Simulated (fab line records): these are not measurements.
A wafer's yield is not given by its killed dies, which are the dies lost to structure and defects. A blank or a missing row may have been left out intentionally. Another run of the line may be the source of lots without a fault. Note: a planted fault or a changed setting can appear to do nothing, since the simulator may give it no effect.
fab line records | flow nand-harc
record lots=11 | wafers=33 | last-day=25
route steps=1159 shown A_CONTACT@948 A_BLC@976 END@1159
lots untouched by any fault: they come from a run of this same line in which no faults occurred
start-h: hours from the record's opening day to when the first of the lot's shown wafers began | wait-h: hours elapsed since this lot's preceding step | " repeats the value in the row above | L1.1+2: a single row standing in for several wafers | - no value, or no start was given | * or withheld: withheld | < > ~ a bound
route shown NAME@n: a module of which the file shows steps, and the number in the route of the first | usual: mean/standard deviation taken from wafers without a fault | same: alike in all rows | chamber/n: place in a boat | sites: the reading at each site | _std_site: their standard deviation | _edge_site: the outer-site mean with the inner-site mean subtracted | radius-mm: for every site, how far away it sits from the centre of the wafer | mask NAME#n: copy n | behind: tool/chamber where the wafer was last shaped | hold: why the lot went on hold/how many hours it stayed there/how the hold came to an end | device: transistor that didn't switch, given as n, p or np | end of line: tests of these same wafers at the route's end | where a step has no rows: the recipe by itself | killed: at the first sort, the dies lost to defects and structure; wafer yield is something else | map: a wafer's dies, x killed, . not, _ none there
set.NAME: the setting as run; set.NAME@STEP: as run at that earlier step | model.NAME: the simulator's own value behind a step, which no gauge read
a sample of lots followed through the steps of the route, with each step as a table and each wafer as a row
services: when a tool's chamber went out of use (start-h, in hours from the record's first day, below 0 if earlier), for how many hours, and the reason
## steps
# step NHARC_A_CONTACT_ETCH_139
# recipe source-w=withheld | pressure-mtorr=20 | bias-v=400 | time-s=137 | target-depth-a=5900 | ar-flow-sccm=withheld | c4f8-flow-sccm=11.5 | o2-flow-sccm=7.2 | chemistry=C4F8/O2/Ar
lot.wafer | tool            | chamber | start-h | wait-h | rf-hours-counter-h
L461.1    | har-cap-etch-01 | 0       | 387.25  | 0.1    | 58
L461.4    | "               | 1       | "       | "      | -
L461.5    | "               | 0       | "       | "      | -
L463.2    | har-cap-etch-03 | 1       | 392.03  | 0.1    | 87
L463.4    | "               | 0       | "       | "      | -
L463.6    | "               | 0       | "       | "      | -
L464.2    | har-cap-etch-02 | 1       | 394.61  | 0.1    | 15
L464.4    | "               | 0       | "       | "      | -
L464.5    | "               | 0       | "       | "      | -
L465.1    | har-cap-etch-01 | 1       | 395.40  | 0.1    | 60
L465.3    | "               | 1       | "       | "      | -
L465.4    | "               | 0       | "       | "      | -
L466.2    | har-cap-etch-02 | 0       | 418.74  | 0.1    | 18
L466.3    | "               | 0       | "       | "      | -
L466.6    | "               | 0       | "       | "      | -
L476.3    | har-cap-etch-02 | 0       | 474.78  | 0.1    | -
L476.5    | "               | 0       | "       | "      | -
L476.6    | "               | 1       | "       | "      | -
L478.1    | har-cap-etch-03 | 1       | 492.37  | 0.1    | 104
L478.3    | "               | 0       | "       | "      | -
L478.4    | "               | 1       | "       | "      | -
L479.1    | har-cap-etch-02 | 0       | 494.31  | 0.1    | 30
L479.3    | "               | 0       | "       | "      | -
L479.6    | "               | 1       | "       | "      | -
L481.1    | har-cap-etch-01 | 0       | 509.40  | 0.1    | 80
L481.3    | "               | 1       | "       | "      | -
L481.5    | "               | 1       | "       | "      | -
L483.1    | har-cap-etch-02 | 0       | 514.11  | 0.1    | 33
L483.5    | "               | 0       | "       | "      | -
L483.6    | "               | 1       | "       | "      | -
L484.2    | har-cap-etch-03 | 1       | 544.64  | 0.1    | 113
L484.3    | "               | 1       | "       | "      | -
L484.5    | "               | 1       | "       | "      | -
# step NHARC_A_CONTACT_ETCH_98
# recipe target-depth-a=200 | over-etch-frac=0.5 | time-s=10 | ion-energy-ev=250 | c4f6-flow-sccm=25 | o2-flow-sccm=20 | ar-flow-sccm=500 | rf-w=600 | bias-w=500 | chemistry=C4F6/O2
# usual drypump-motor-current-A=5.8/0.43 | oes-product-au=0.958/0.023 | rf-vpp-V=549.7/2.5 | showerhead-plenum-p-Torr=4.06/0.12 | throttle-valve-pct=26.903/0.0097
lot.wafer | tool        | chamber | start-h | wait-h | drypump-motor-current-A | oes-product-au | rf-hours-counter-h | rf-vpp-V | showerhead-plenum-p-Torr | throttle-valve-pct
L461.1    | rie-diel-09 | 1       | -       | -      | 6.3                     | 0.972          | 22                 | 550.1    | 4.11                     | 26.909
L461.4    | "           | 3       | "       | "      | 5.1                     | 0.961          | 27                 | 550.6    | 4.06                     | 26.888
L461.5    | "           | 1       | "       | "      | 6.2                     | 0.960          | -                  | 550.3    | 4.11                     | 26.907
L463.2    | rie-diel-09 | 0       | -       | -      | 5.5                     | 0.952          | 27                 | 546.1    | 3.83                     | 26.905
L463.4    | "           | 1       | "       | "      | 6.2                     | 0.946          | 23                 | 550.0    | 4.11                     | 26.899
L463.6    | "           | 3       | "       | "      | 5.1                     | 0.955          | -                  | 548.8    | 4.05                     | 26.905
L464.4    | rie-diel-07 | 1       | -       | -      | 5.4                     | 0.965          | 53                 | 545.9    | 3.86                     | 26.897
L464.2    | "           | 2       | "       | "      | 6.1                     | 0.934          | 55                 | 552.4    | 4.15                     | 26.902
L464.5    | "           | 1       | "       | "      | 5.4                     | 0.954          | -                  | 546.5    | 3.86                     | 26.899
L465.1    | rie-diel-09 | 2       | -       | -      | 5.9                     | 0.936          | 27                 | 551.7    | 4.16                     | 26.898
L465.4    | "           | 0       | "       | "      | 5.5                     | 0.954          | 28                 | 544.6    | 3.83                     | 26.884
L465.3    | "           | 1       | "       | "      | 6.2                     | 0.951          | 23                 | 551.6    | 4.11                     | 26.895
L466.3    | rie-diel-02 | 0       | -       | -      | 5.7                     | 0.978          | 20                 | 552.0    | 4.21                     | 26.905
L466.2    | "           | 1       | "       | "      | 6.7                     | 1.007          | 35                 | 549.0    | 4.05                     | 26.905
L466.6    | "           | 3       | "       | "      | 5.9                     | 1.003          | -                  | 553.8    | 4.20                     | 26.905
L476.3    | rie-diel-02 | 0       | -       | -      | 5.7                     | 0.937          | 39                 | 554.1    | 4.20                     | 26.909
L476.5    | "           | 0       | "       | "      | 5.7                     | 0.939          | -                  | 551.6    | 4.20                     | 26.918
L476.6    | "           | 1       | "       | "      | 6.7                     | 0.936          | -                  | 549.9    | 4.04                     | 26.915
L478.1    | rie-diel-09 | 0       | -       | -      | 5.5                     | 0.932          | 11                 | 543.1    | 3.82                     | 26.904
L478.4    | "           | 1       | "       | "      | 6.2                     | 0.950          | 11                 | 550.8    | 4.10                     | 26.914
L478.3    | "           | 3       | "       | "      | 5.1                     | 0.949          | 10                 | 549.8    | 4.04                     | 26.896
L479.3    | rie-diel-09 | 0       | -       | -      | 5.5                     | 0.935          | 11                 | 544.8    | 3.82                     | 26.894
L479.1    | "           | 1       | "       | "      | 6.2                     | 0.945          | 11                 | 549.4    | 4.10                     | 26.886
L479.6    | "           | 2       | "       | "      | 5.9                     | 0.936          | -                  | 551.6    | 4.15                     | 26.911
L481.3    | rie-diel-09 | 3       | -       | -      | 5.1                     | 0.946          | 14                 | 549.4    | 4.04                     | 26.922
L481.1    | "           | 0       | "       | "      | 5.5                     | 0.944          | 15                 | 544.6    | 3.82                     | 26.899
L481.5    | "           | 3       | "       | "      | 5.1                     | 0.930          | -                  | 548.8    | 4.04                     | 26.894
L483.1    | rie-diel-02 | 2       | -       | -      | 6.3                     | 0.984          | 0                  | 547.6    | 3.95                     | 26.910
L483.6    | "           | 2       | "       | "      | 6.3                     | 0.992          | -                  | 547.6    | 3.95                     | 26.908
L483.5    | "           | 3       | "       | "      | 5.9                     | 1.020          | -                  | 553.0    | 4.18                     | 26.905
L484.3    | rie-diel-09 | 2       | -       | -      | 5.9                     | 0.935          | 21                 | 551.2    | 4.14                     | 26.904
L484.2    | "           | 3       | "       | "      | 5.1                     | 0.958          | 18                 | 548.7    | 4.04                     | 26.911
L484.5    | "           | 1       | "       | "      | 6.2                     | 0.944          | -                  | 550.5    | 4.09                     | 26.902
# step NHARC_A_CONTACT_CMP_20
# recipe t-overpolish-s=30 | target-thk-nm=300
# usual motor-current-A=12.4/1.4 | overpolish-run-s=30.001/0.0089 | time-to-endpoint-s=59.5/2.8
lot.wafer | tool   | chamber | start-h | wait-h | motor-current-A | overpolish-run-s | time-to-endpoint-s
L461.4    | cmp-04 | 0       | 390.59  | 0.5    | 10.8            | 30.001           | 56.7
L461.1    | "      | 3       | "       | "      | 13.6            | 29.987           | 57.7
L461.5    | "      | 1       | "       | "      | 10.9            | 30.008           | 57.9
L463.4    | cmp-03 | 2       | 400.72  | 0.4    | 14.2            | 29.986           | 59.7
L463.2    | "      | 1       | "       | "      | 13.1            | 30.005           | 65.6
L463.6    | "      | 2       | "       | "      | 13.5            | 29.997           | 58.3
L464.4    | cmp-02 | 3       | 401.30  | 0.4    | 11.7            | 30.007           | 58.0
L464.2    | "      | 1       | "       | "      | 12.1            | 30.003           | 59.7
L464.5    | "      | 3       | "       | "      | 11.7            | 30.000           | 54.4
L465.1    | cmp-03 | 0       | 402.02  | 0.6    | 14.6            | 29.992           | 57.4
L465.3    | "      | 2       | "       | "      | 13.8            | 30.007           | 56.1
L465.4    | "      | 3       | "       | "      | 11.1            | 29.994           | 52.3
L466.2    | cmp-03 | 3       | 422.05  | 0.8    | 11.6            | 30.000           | 57.6
L466.3    | "      | 0       | "       | "      | 14.4            | 30.001           | 57.4
L466.6    | "      | 3       | "       | "      | 11.1            | 30.001           | 58.3
L476.3    | cmp-03 | 1       | 477.43  | 0.4    | 13.7            | 30.003           | 63.2
L476.6    | "      | 0       | "       | "      | 15.1            | 29.996           | 58.1
L476.5    | "      | 1       | "       | "      | 13.3            | 30.000           | 59.4
L478.4    | cmp-03 | 1       | 497.44  | 0.5    | 13.4            | 30.007           | 65.3
L478.1    | "      | 3       | "       | "      | 10.7            | 30.013           | 60.5
L478.3    | "      | 0       | "       | "      | 13.7            | 30.018           | 63.0
L479.3    | cmp-04 | 1       | 498.19  | 0.5    | 11.1            | 29.988           | 60.6
L479.1    | "      | 3       | "       | "      | 13.6            | 29.998           | 59.9
L479.6    | "      | 1       | "       | "      | 10.5            | 29.999           | 61.4
L481.1    | cmp-04 | 2       | 512.11  | 0.7    | 13.3            | 30.006           | 58.1
L481.3    | "      | 3       | "       | "      | 13.9            | 29.999           | 58.2
L481.5    | "      | 2       | "       | "      | 13.2            | 30.007           | 54.7
L483.1    | cmp-04 | 2       | 520.66  | 0.8    | 12.4            | 30.006           | 59.1
L483.5    | "      | 1       | "       | "      | 10.9            | 30.000           | 61.1
L483.6    | "      | 2       | "       | "      | 12.4            | 30.005           | 57.9
L484.2    | cmp-02 | 0       | 551.48  | 0.7    | 11.2            | 30.005           | 57.8
L484.3    | "      | 1       | "       | "      | 12.8            | 29.992           | 61.7
L484.5    | "      | 3       | "       | "      | 11.6            | 29.997           | 57.5
# step NHARC_A_CONTACT_INSPECT_23
# usual raw-defect-count=439/110
lot.wafer | tool              | chamber | start-h | wait-h | raw-defect-count
L461.1    | defect-inspect-02 | -       | 390.99  | 0.1    | 498
L461.4    | "                 | -       | "       | "      | 347
L461.5    | "                 | -       | "       | "      | 444
L463.2    | defect-inspect-01 | -       | 401.12  | 0.1    | 345
L463.4    | "                 | -       | "       | "      | 384
L463.6    | "                 | -       | "       | "      | 626
L464.2    | defect-inspect-01 | -       | 401.69  | 0.1    | 328
L464.4    | "                 | -       | "       | "      | 559
L464.5    | "                 | -       | "       | "      | 426
L465.1    | defect-inspect-02 | -       | 402.42  | 0.1    | 495
L465.3    | "                 | -       | "       | "      | 355
L465.4    | "                 | -       | "       | "      | 476
L466.2    | defect-inspect-01 | -       | 422.45  | 0.1    | 476
L466.3    | "                 | -       | "       | "      | 426
L466.6    | "                 | -       | "       | "      | 379
L476.3    | defect-inspect-01 | -       | 477.80  | 0.1    | 1406
L476.5    | "                 | -       | "       | "      | 1276
L476.6    | "                 | -       | "       | "      | 1207
L478.1    | defect-inspect-02 | -       | 497.84  | 0.1    | 1228
L478.3    | "                 | -       | "       | "      | 1140
L478.4    | "                 | -       | "       | "      | 1128
L479.1    | defect-inspect-01 | -       | 498.57  | 0.1    | 460
L479.3    | "                 | -       | "       | "      | 486
L479.6    | "                 | -       | "       | "      | 690
L481.1    | defect-inspect-02 | -       | 512.50  | 0.1    | 381
L481.3    | "                 | -       | "       | "      | 519
L481.5    | "                 | -       | "       | "      | 514
L483.1    | defect-inspect-02 | -       | 521.04  | 0.1    | 451
L483.5    | "                 | -       | "       | "      | 378
L483.6    | "                 | -       | "       | "      | 323
L484.2    | defect-inspect-02 | -       | 551.86  | 0.1    | 549
L484.3    | "                 | -       | "       | "      | 376
L484.5    | "                 | -       | "       | "      | 467
# step NHARC_A_BLC_INSPECT_12
# usual raw-defect-count=30/12
lot.wafer | tool              | chamber | start-h | wait-h | raw-defect-count
L461.1    | defect-inspect-02 | -       | 391.50  | 0.0    | 19
L461.4    | "                 | -       | "       | "      | 13
L461.5    | "                 | -       | "       | "      | 20
L463.2    | defect-inspect-02 | -       | 401.76  | 0.0    | 25
L463.4    | "                 | -       | "       | "      | 29
L463.6    | "                 | -       | "       | "      | 19
L464.2    | defect-inspect-01 | -       | 402.21  | 0.0    | 21
L464.4    | "                 | -       | "       | "      | 15
L464.5    | "                 | -       | "       | "      | 21
L465.1    | defect-inspect-02 | -       | 402.92  | 0.0    | 29
L465.3    | "                 | -       | "       | "      | 19
L465.4    | "                 | -       | "       | "      | 18
L466.2    | defect-inspect-02 | -       | 423.08  | 0.0    | 23
L466.3    | "                 | -       | "       | "      | 20
L466.6    | "                 | -       | "       | "      | 20
L476.3    | defect-inspect-02 | -       | 478.35  | 0.0    | 795
L476.5    | "                 | -       | "       | "      | 774
L476.6    | "                 | -       | "       | "      | 855
L478.1    | defect-inspect-01 | -       | 498.47  | 0.0    | 816
L478.3    | "                 | -       | "       | "      | 846
L478.4    | "                 | -       | "       | "      | 795
L479.1    | defect-inspect-02 | -       | 499.20  | 0.0    | 41
L479.3    | "                 | -       | "       | "      | 34
L479.6    | "                 | -       | "       | "      | 24
L481.1    | defect-inspect-02 | -       | 513.14  | 0.0    | 19
L481.3    | "                 | -       | "       | "      | 16
L481.5    | "                 | -       | "       | "      | 18
L483.1    | defect-inspect-02 | -       | 521.67  | 0.0    | 24
L483.5    | "                 | -       | "       | "      | 29
L483.6    | "                 | -       | "       | "      | 23
L484.2    | defect-inspect-02 | -       | 552.37  | 0.0    | 52
L484.3    | "                 | -       | "       | "      | 46
L484.5    | "                 | -       | "       | "      | 53
# step NHARC_A_BLC_DESCUM_15
# recipe time-s=3 | o2-flow-sccm=200 | ar-flow-sccm=0 | bias-power-w=0 | chemistry=O2
# usual drypump-motor-current-A=5.8/0.4 | oes-product-au=1.002/0.0093 | rf-vpp-V=58.0/0.97 | showerhead-plenum-p-Torr=1.92/0.078 | throttle-valve-pct=11.310/0.01
lot.wafer | tool        | chamber | start-h | wait-h | drypump-motor-current-A | oes-product-au | rf-hours-counter-h | rf-vpp-V | showerhead-plenum-p-Torr | throttle-valve-pct
L461.1    | rie-diel-12 | 2       | 391.58  | 0.1    | 5.7                     | 0.996          | 0                  | 58.1     | 1.93                     | 11.323
L461.4    | "           | 3       | "       | "      | 5.7                     | 0.993          | 1                  | 58.8     | 2.04                     | 11.314
L461.5    | "           | 1       | "       | "      | 4.8                     | 1.007          | -                  | 57.3     | 1.83                     | 11.317
L463.2    | rie-diel-12 | 0       | 401.83  | 0.1    | 6.2                     | 1.007          | 2                  | 57.7     | 1.85                     | 11.300
L463.4    | "           | 1       | "       | "      | 4.8                     | 1.010          | 2                  | 55.8     | 1.83                     | 11.292
L463.6    | "           | 2       | "       | "      | 5.8                     | 1.005          | -                  | 59.1     | 1.93                     | 11.299
L464.2    | rie-diel-12 | 1       | 402.27  | 0.1    | 4.8                     | 1.010          | 2                  | 57.5     | 1.83                     | 11.300
L464.4    | "           | 2       | "       | "      | 5.7                     | 1.000          | 2                  | 57.3     | 1.93                     | 11.311
L464.5    | "           | 1       | "       | "      | 4.8                     | 1.008          | -                  | 57.0     | 1.83                     | 11.322
L465.4    | rie-diel-12 | 2       | 402.98  | 0.1    | 5.7                     | 1.004          | 2                  | 57.9     | 1.93                     | 11.296
L465.1    | "           | 3       | "       | "      | 5.7                     | 0.989          | 2                  | 57.7     | 2.04                     | 11.319
L465.3    | "           | 1       | "       | "      | 4.8                     | 1.006          | 2                  | 56.1     | 1.83                     | 11.326
L466.2    | rie-diel-08 | 3       | 423.17  | 0.1    | 5.6                     | 1.012          | 11                 | 57.3     | 1.84                     | 11.297
L466.3    | "           | 0       | "       | "      | 5.9                     | 0.992          | 11                 | 58.5     | 1.90                     | 11.300
L466.6    | "           | 3       | "       | "      | 5.7                     | 1.016          | -                  | 59.4     | 1.84                     | 11.298
L476.3    | rie-diel-12 | 1       | 478.43  | 0.1    | 4.8                     | 0.995          | 12                 | 57.7     | 1.83                     | 11.305
L476.5    | "           | 3       | "       | "      | 5.7                     | 0.990          | -                  | 57.7     | 2.04                     | 11.314
L476.6    | "           | 0       | "       | "      | 6.2                     | 0.992          | -                  | 57.4     | 1.84                     | 11.327
L478.1    | rie-diel-08 | 3       | 498.53  | 0.1    | 5.6                     | 1.014          | 1                  | 58.1     | 1.83                     | 11.302
L478.3    | "           | 2       | "       | "      | 6.0                     | 1.019          | 1                  | 58.6     | 2.01                     | 11.291
L478.4    | "           | 3       | "       | "      | 5.6                     | 1.010          | -                  | 57.4     | 1.83                     | 11.296
L479.3    | rie-diel-12 | 0       | 499.27  | 0.1    | 6.3                     | 0.997          | 13                 | 59.3     | 1.84                     | 11.320
L479.1    | "           | 2       | "       | "      | 5.7                     | 1.003          | 14                 | 60.0     | 1.93                     | 11.326
L479.6    | "           | 3       | "       | "      | 5.7                     | 0.997          | -                  | 57.1     | 2.04                     | 11.307
L481.3    | rie-diel-06 | 3       | 513.21  | 0.1    | 5.7                     | 0.998          | 30                 | 58.1     | 1.93                     | 11.304
L481.1    | "           | 0       | "       | "      | 6.3                     | 0.996          | 31                 | 57.5     | 1.79                     | 11.308
L481.5    | "           | 3       | "       | "      | 5.8                     | 1.006          | -                  | 59.7     | 1.93                     | 11.303
L483.1    | rie-diel-12 | 0       | 521.74  | 0.1    | 6.2                     | 1.016          | 15                 | 57.8     | 1.84                     | 11.303
L483.6    | "           | 0       | "       | "      | 6.2                     | 1.007          | -                  | 56.7     | 1.84                     | 11.314
L483.5    | "           | 2       | "       | "      | 5.7                     | 1.001          | -                  | 57.1     | 1.93                     | 11.310
L484.3    | rie-diel-08 | 0       | 552.43  | 0.1    | 6.0                     | 1.011          | 6                  | 57.8     | 1.89                     | 11.314
L484.2    | "           | 1       | "       | "      | 6.3                     | 1.004          | 4                  | 58.3     | 1.98                     | 11.303
L484.5    | "           | 0       | "       | "      | 5.9                     | 1.015          | -                  | 56.5     | 1.89                     | 11.301
# step NHARC_END_SORT_01
# recipe temp-c=25
# usual killed-at-array=26/9 | killed-at-other=0.8/1.2 | killed-at-periphery=3.2/2.3 | killed-dies=30/9.1 | killed-open=3.5/2 | killed-short=1.8/1.4
# same gross-dies=677
lot.wafer | tool      | chamber | start-h | wait-h | killed-at-array | killed-at-other | killed-at-periphery | killed-dies | killed-open | killed-short
L476.3    | prober-02 | 0       | 532.45  | 3.1    | 454             | 0               | 0                   | 454         | 4           | 2
L476.5    | prober-02 | 0       | 534.07  | 3.7    | 449             | 0               | 5                   | 454         | 1           | 0
L476.6    | prober-02 | 0       | 534.88  | 4.1    | 470             | 1               | 1                   | 472         | 1           | 2
L478.1    | prober-01 | 0       | 542.76  | 2.5    | 472             | 0               | 3                   | 475         | 3           | 1
L478.3    | prober-01 | 0       | 544.36  | 3.1    | 475             | 0               | 0                   | 475         | 1           | 0
L478.4    | prober-01 | 0       | 545.16  | 3.4    | 462             | 1               | 4                   | 467         | 3           | 0
# killed by level:class
L476.3 A_CONTACT:unspecified=445 A_CONTACT:chamber-film-flake=2 A_CHANNEL_HOLE_D1:geometric-particle:open=1 A_CHANNEL_FILL_D1:geometric-particle:short=1 A_WL_FILL:geometric-particle:short=1 A_WL_FILL:geometric-particle:open=1 A_BLC:geometric-particle:open=1 A_M0:geometric-particle:open=1
L476.5 A_CONTACT:unspecified=444 P_GATE:chamber-film-flake=2 A_CHANNEL_HOLE_D1:chamber-film-flake=2 P_M0:geometric-particle:open=1 P_ZERO_WELL:chamber-film-flake=1 P_M0:chamber-film-flake=1 A_STAIRCASE:chamber-film-flake=1 A_CONTACT:chamber-film-flake=1
L476.6 A_CONTACT:unspecified=465 A_CHANNEL_FILL_D1:geometric-particle:short=1 A_M0:geometric-particle:open=1 P_GATE:chamber-film-flake=1 STARTING-WAFER:geometric-particle:short=1 A_STAIRCASE:chamber-film-flake=1 A_CONTACT:chamber-film-flake=1 A_M0:chamber-film-flake=1
L478.1 A_CONTACT:unspecified=455 A_CHANNEL_HOLE_D1:chamber-film-flake=8 A_STAIRCASE:chamber-film-flake=3 P_STI:chamber-film-flake=2 A_M0:chamber-film-flake=2 P_CONTACT:geometric-particle:open=1 A_CHANNEL_FILL_D1:geometric-particle:short=1 A_BLC:geometric-particle:open=1
L478.3 A_CONTACT:unspecified=454 A_CHANNEL_HOLE_D1:chamber-film-flake=13 A_CONTACT:chamber-film-flake=4 A_M0:chamber-film-flake=2 A_CONTACT:geometric-particle:open=1 A_STAIRCASE:chamber-film-flake=1
L478.4 A_CONTACT:unspecified=442 A_CHANNEL_HOLE_D1:chamber-film-flake=15 P_CONTACT:geometric-particle:open=2 A_CONTACT:chamber-film-flake=2 A_CONTACT:geometric-particle:open=1 P_ZERO_WELL:chamber-film-flake=1 P_STI:chamber-film-flake=1 THIN_TSV:chamber-film-flake=1
## services
tool            | chamber | start-h | hours | kind
cmp-02          | -       | 374.24  | 0.5   | repair
rie-diel-12     | -       | 379.51  | 9.0   | pm
rie-diel-08     | 1       | 389.19  | 117.5 | repair
cmp-02          | -       | 394.81  | 0.8   | repair
cmp-04          | -       | 400.22  | 4.0   | pm
cmp-02          | -       | 422.61  | 4.0   | pm
cmp-04          | -       | 428.33  | 0.9   | repair
rie-diel-09     | -       | 431.10  | 9.0   | pm
rie-diel-12     | 2       | 448.39  | 1.4   | repair
cmp-03          | -       | 451.17  | 4.0   | pm
rie-diel-12     | 0       | 463.77  | 9.3   | repair
rie-diel-08     | -       | 478.80  | 9.0   | pm
rie-diel-12     | 1       | 479.88  | 7.5   | repair
har-cap-etch-02 | -       | 484.75  | 1.8   | repair
cmp-04          | -       | 498.31  | 4.0   | pm
rie-diel-02     | -       | 504.76  | 9.0   | pm
rie-diel-12     | 1       | 513.88  | 12.5  | repair
rie-diel-12     | 2       | 514.12  | 6.3   | repair
cmp-04          | -       | 517.59  | 1.8   | repair
har-cap-etch-01 | -       | 518.75  | 0.1   | repair
rie-diel-09     | 3       | 529.47  | 15.0  | repair
har-cap-etch-03 | -       | 545.00  | 17.0  | pm
cmp-03          | -       | 549.17  | 4.0   | pm
cmp-04          | -       | 549.81  | 1.2   | repair
## key
first-sign step=NHARC_A_CONTACT_INSPECT_23 | reading=raw-defect-count | direction=up | sigmas=7.3 | usual=439 | struck=1231
effect step=NHARC_A_BLC_INSPECT_12 | reading=raw-defect-count | direction=up | sigmas=66 | usual=30 | struck=814
effect step=NHARC_END_SORT_01 | reading=killed-at-array | direction=up | sigmas=49 | usual=26 | struck=464
more-kills-born-at NHARC_A_CONTACT_CMP_20@cmp-03=2705
met-at NHARC_A_CONTACT_CMP_20
struck-lots L476,L478
tester-left-out L476,L478
not-acting-at NHARC_A_CONTACT_ETCH_139,NHARC_A_CONTACT_ETCH_98,NHARC_A_BLC_DESCUM_15
onset-between 422.05 477.43
fault kind=chamber-particle-source | tool=cmp-03 | chamber=- | onset-h=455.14 | steps=NHARC_A_CONTACT_CMP_20 | rate-per-visit-cm2=1.2407 | end-h=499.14
# tester-left-out: of these lots the tester's yield and bins aren't shown, on N5 and GAA mostly nor the transistor test; their killed dies are dies lost to structure and defects alone, not to doping, threshold or leakage, so they don't give the yield
